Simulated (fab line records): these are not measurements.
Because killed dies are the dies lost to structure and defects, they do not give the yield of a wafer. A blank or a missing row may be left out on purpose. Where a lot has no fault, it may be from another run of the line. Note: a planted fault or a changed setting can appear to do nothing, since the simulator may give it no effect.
Chamber matching | flow n5 finfet | N5_FIN_CUT_CUT_ETCH_15 on rie si-04 has 4 sister chambers
The step etches Si in HBr/Cl2/O2, target depth 100 nm, bt time 10 s, time 42.4 s. 8 wafers are shown with their chamber, then 7 later ones without.

WAFERS PAIRED WITH THEIR CHAMBERS
wafer  | chamber | throttle valve pct (%) | drypump motor current A (A)
L078.3 | 0       | 37.63                  | 5.8
L079.2 | 1       | 36.90                  | 6.1
L081.1 | 1       | 36.88                  | 6.1
L081.6 | 0       | 37.60                  | 5.8
L083.5 | 3       | 37.16                  | 5.5
L083.6 | 2       | 36.91                  | 6.0
L085.1 | 3       | 37.17                  | 5.5
L085.4 | 2       | 36.92                  | 6.1

WAFERS WITH NO CHAMBER GIVEN
wafer  | throttle valve pct (%) | drypump motor current A (A)
L085.6 | 37.63                  | 5.8
L086.1 | 37.16                  | 5.5
L086.4 | 36.93                  | 6.0
L086.5 | 37.17                  | 5.5
L096.1 | 36.88                  | 6.1
L096.2 | 37.63                  | 5.8
L096.5 | 36.91                  | 6.1

WHICH CHAMBER EACH ONE RAN IN
wafer  | from the rows above     | in truth
L085.6 | 0                       | 0
L086.1 | 3                       | 3
L086.4 | 2                       | 2
L086.5 | 3                       | 3
L096.1 | 1                       | 1
L096.2 | 0                       | 0
L096.5 | can't be placed: 1 or 2 | 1
6 of 7 placed correctly. Cannot be placed on the basis of these rows: 1; the candidates contain the true chamber in 1. Placed wrongly: 0.
How it was worked out, from the rows above alone: a wafer's distance from a chamber is the root of the sum, over the readings, of the square of ((its reading less the chamber's mean) divided by the reading's scatter). The wafer belongs to the nearest chamber; if the next one is less than 2 further off, it can't be placed. The mean given for a chamber averages the wafers shown for that chamber. How the scatter is found: for the shown wafers, subtract from each reading the mean of its chamber, square and add these, divide the total by (wafers less chambers), then take the root.
